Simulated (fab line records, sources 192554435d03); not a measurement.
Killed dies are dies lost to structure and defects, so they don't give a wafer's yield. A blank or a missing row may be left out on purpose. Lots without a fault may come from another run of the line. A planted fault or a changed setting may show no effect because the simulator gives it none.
Chamber matching | flow n5_finfet | N5_BEOL_M0_TRENCH_ETCH_107 on rie_diel-06: 4 sister chambers
The step etches SiOC in C4F6/O2, target depth 32.8 nm, time 16.4 s. 4 wafers are shown with their chamber, then 10 later ones without.

WAFERS WITH THEIR CHAMBER
wafer  | chamber | drypump_motor_current_A (A)
L083.2 | 3       | 5.3
L084.5 | 1       | 5.0
L090.1 | 0       | 5.6
L090.3 | 2       | 5.5

WAFERS WITHOUT THEIR CHAMBER
wafer  | drypump_motor_current_A (A)
L090.4 | 4.9
L094.2 | 4.9
L094.4 | 5.6
L094.5 | 5.5
L096.2 | 5.5
L096.3 | 5.3
L096.6 | 4.9
L097.1 | 5.5
L097.5 | 5.5
L097.6 | 5.3

WHICH CHAMBER EACH WENT THROUGH
wafer  | from the rows above     | in truth
L090.4 | 1                       | 1
L094.2 | 1                       | 1
L094.4 | can't be placed: 0 or 2 | 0
L094.5 | can't be placed: 2 or 0 | 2
L096.2 | can't be placed: 2 or 0 | 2
L096.3 | 3                       | 3
L096.6 | 1                       | 1
L097.1 | can't be placed: 2 or 0 | 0
L097.5 | can't be placed: 2 or 0 | 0
L097.6 | 3                       | 3
Placed correctly: 5 of 10. Can't be placed from these rows: 5 (the true chamber is among the candidates in 5). Placed wrongly: 0.
How it was worked out, from the rows above alone: a wafer's distance from a chamber is the root of the sum, over the readings, of the square of ((its reading less the chamber's mean) divided by the reading's scatter). The wafer belongs to the nearest chamber; if the next one is less than 2 further off, it can't be placed. A chamber's mean is the mean of its shown wafers. The scatter: with one shown wafer a chamber, the root of the mean of the squares of how far each hidden wafer lies from its nearest shown one.
